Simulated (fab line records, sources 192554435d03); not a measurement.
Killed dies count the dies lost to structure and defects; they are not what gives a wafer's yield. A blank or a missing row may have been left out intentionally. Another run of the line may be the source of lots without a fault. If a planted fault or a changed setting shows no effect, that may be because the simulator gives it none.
Chamber matching | flow n5_finfet | 3 sister chambers for N5_BEOL_M4_PRE_CLEAN_60 on cvd_co-02
The step time 15 s. 24 wafers are shown with their chamber, then 12 later ones without.

## WAFERS WITH THEIR CHAMBER
wafer  | chamber | heater_power_w (W)
L074.2 | 0       | 108
L074.3 | 2       | 85
L074.4 | 2       | 84
L076.3 | 2       | 84
L076.4 | 0       | 107
L076.6 | 1       | 89
L078.1 | 1       | 89
L078.5 | 1       | 87
L078.6 | 2       | 86
L077.3 | 2       | 86
L077.4 | 1       | 87
L077.6 | 2       | 85
L080.4 | 1       | 91
L080.5 | 2       | 86
L080.6 | 0       | 110
L084.3 | 0       | 112
L084.4 | 2       | 86
L084.5 | 1       | 89
L085.1 | 1       | 92
L085.4 | 2       | 84
L085.5 | 1       | 89
L086.2 | 0       | 107
L086.5 | 2       | 82
L086.6 | 1       | 90

SIGNATURES, as means of the wafers listed above
reading        | chamber 0 | chamber 1 | chamber 2 | scatter within a chamber
heater_power_w | 108.80    | 89.22     | 84.80     | 1.63
Rule: for a wafer and a chamber, the distance is found by dividing, reading by reading, the gap between the wafer's reading and the chamber's mean by the reading's scatter, squaring, summing and taking the root. The wafer belongs to the nearest chamber; if the next one is less than 2 further off, it can't be placed. The scatter: take each reading less its chamber's mean, square it, sum over the shown wafers, divide by the number of wafers less the number of chambers, and take the root.

## WAFERS WITHOUT THEIR CHAMBER
wafer  | heater_power_w (W)
L087.1 | 110
L087.4 | 107
L087.5 | 86
L091.1 | 87
L091.2 | 113
L091.6 | 88
L095.1 | 108
L095.4 | 86
L095.5 | 111
L096.1 | 89
L096.2 | 87
L096.3 | 107

## THE CHAMBER EACH PASSED THROUGH
wafer  | from the rows above     | in truth
L087.1 | 0                       | 0
L087.4 | 0                       | 0
L087.5 | can't be placed: 2 or 1 | 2
L091.1 | can't be placed: 2 or 1 | 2
L091.2 | 0                       | 0
L091.6 | can't be placed: 1 or 2 | 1
L095.1 | 0                       | 0
L095.4 | can't be placed: 2 or 1 | 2
L095.5 | 0                       | 0
L096.1 | 1                       | 1
L096.2 | can't be placed: 2 or 1 | 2
L096.3 | 0                       | 0
Placed correctly: 7 of 12. Can't be placed from these rows: 5 (the true chamber is among the candidates in 5). 0 placed wrongly.
